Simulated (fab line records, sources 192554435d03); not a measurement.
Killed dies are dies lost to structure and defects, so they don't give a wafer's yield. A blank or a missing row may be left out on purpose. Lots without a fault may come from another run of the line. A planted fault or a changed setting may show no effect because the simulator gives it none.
Split-lot experiment | flow n5_finfet | 7 lots, 21 wafers read, on a route of 1938 steps

THE SPLIT
At N5_SPACER0_ALD_00 (deposits SiOCN, target thk 3.5 nm, pulse time 3 s, purge time 2 s), the setting ald_cycles was moved away from the recipe's 58 on 7 of the 21 wafers read, by -13.8% to +15.5%. The other wafers ran this setting at the recipe's value.

The reading is taken at the split's own step.

THE READING
SiOCN_of_SPACER0_ALD_00.thk_nm (the simulator's own value, which no gauge read), in nm, at N5_SPACER0_ALD_00 (deposits SiOCN, target thk 3.5 nm, pulse time 3 s, purge time 2 s). The file gives no usual value for it. The 14 wafers here that ran the recipe average 3.5 nm, standard deviation 0.1 nm.

wafer  | tool, chamber at the split | ald_cycles as run | against the recipe | SiOCN_of_SPACER0_ALD_00.thk_nm, nm | against lot-mates on the recipe
L074.1 | ald_sin-02, 0              | 58                | recipe             | 3.4                                | -
L074.3 | ald_sin-02, 1              | 50                | -13.8%             | 3                                  | -0.4
L074.4 | ald_sin-02, 1              | 50                | -13.8%             | 3                                  | -0.4
L081.4 | ald_sin-03, 0,2,3          | 58                | recipe             | 3.6                                | -
L081.5 | ald_sin-03, 0,2,3          | 58                | recipe             | 3.6                                | -
L081.6 | ald_sin-03, 0,2,3          | 58                | recipe             | 3.6                                | -
L084.1 | ald_sin-01, 2,1            | 58                | recipe             | 3.6                                | -
L084.2 | ald_sin-01, 2,1            | 58                | recipe             | 3.6                                | -
L084.6 | ald_sin-01, 2              | 64                | +10.3%             | 3.8                                | +0.2
L086.3 | ald_sin-03, 2,3            | 64                | +10.3%             | 3.8                                | +0.2
L086.5 | ald_sin-03, 2,3            | 64                | +10.3%             | 3.8                                | +0.2
L086.4 | ald_sin-03, 3              | 58                | recipe             | 3.6                                | -
L089.2 | ald_sin-03, 3              | 54                | -6.9%              | 3.2                                | -0.2
L089.3 | ald_sin-03, 1              | 58                | recipe             | 3.4                                | -
L089.6 | ald_sin-03, 1              | 58                | recipe             | 3.4                                | -
L090.2 | ald_sin-03, 0,1,1          | 58                | recipe             | 3.4                                | -
L090.3 | ald_sin-03, 0,1,1          | 58                | recipe             | 3.4                                | -
L090.5 | ald_sin-03, 0,1,1          | 58                | recipe             | 3.4                                | -
L091.3 | ald_sin-01, 1              | 67                | +15.5%             | 4                                  | +0.5
L091.4 | ald_sin-01, 0              | 58                | recipe             | 3.4                                | -
L091.6 | ald_sin-01, 1              | 58                | recipe             | 3.6                                | -
Where a row lists several chambers, the file gives one row for several wafers and doesn't say which wafer went through which chamber.

THE FIT
A straight line over all 21 wafers: SiOCN_of_SPACER0_ALD_00.thk_nm changes by +0.0334 nm for each +1% of ald_cycles; r = +0.94; the points scatter about the line by 0.089 nm.
The same after taking each lot's own level away (the mean of its wafers on the recipe; 21 wafers): +0.0268 nm for each +1%; r = +0.97; scatter 0.048 nm.
On that fit, the largest move of ald_cycles shifts the reading by 0.42 nm.
The lots' own levels span 3.40 to 3.60 nm, that is 2.0 times the standard deviation above.
So the lot-to-lot level changes the slope: the two fits differ.
Check: with one of the wafers moved furthest among these (+15.5%) left out of the fit, the line predicts +0.369 nm for it against its lot-mates. It came out at +0.5 nm against them.

OTHER SPLITS ON THESE WAFERS
These wafers also went through other splits before the reading. Each is held against what the fit with the lots' levels taken away leaves over:
other split on the same wafers            | wafers away from the commonest value | r with SiOCN_of_SPACER0_ALD_00.thk_nm (lot level and that fit taken away)
N5_ZERO_LAYER_EXPOSE_08 dose_mj           | 9                                    | +0.03
N5_WELL_APT_COAT_02 spin_rpm              | 6                                    | +0.05
N5_PMOS_HMC_CHANNEL_EPI_PEB_07 peb_temp_c | 9                                    | -0.34
N5_FIN_SAQP_PEB_14 peb_time_s             | 7                                    | +0.08

THE FILE'S OWN FIT
SiOCN_of_SPACER0_ALD_00.thk_nm changes by +0.0271 nm for each +1% of ald_cycles, r = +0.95.
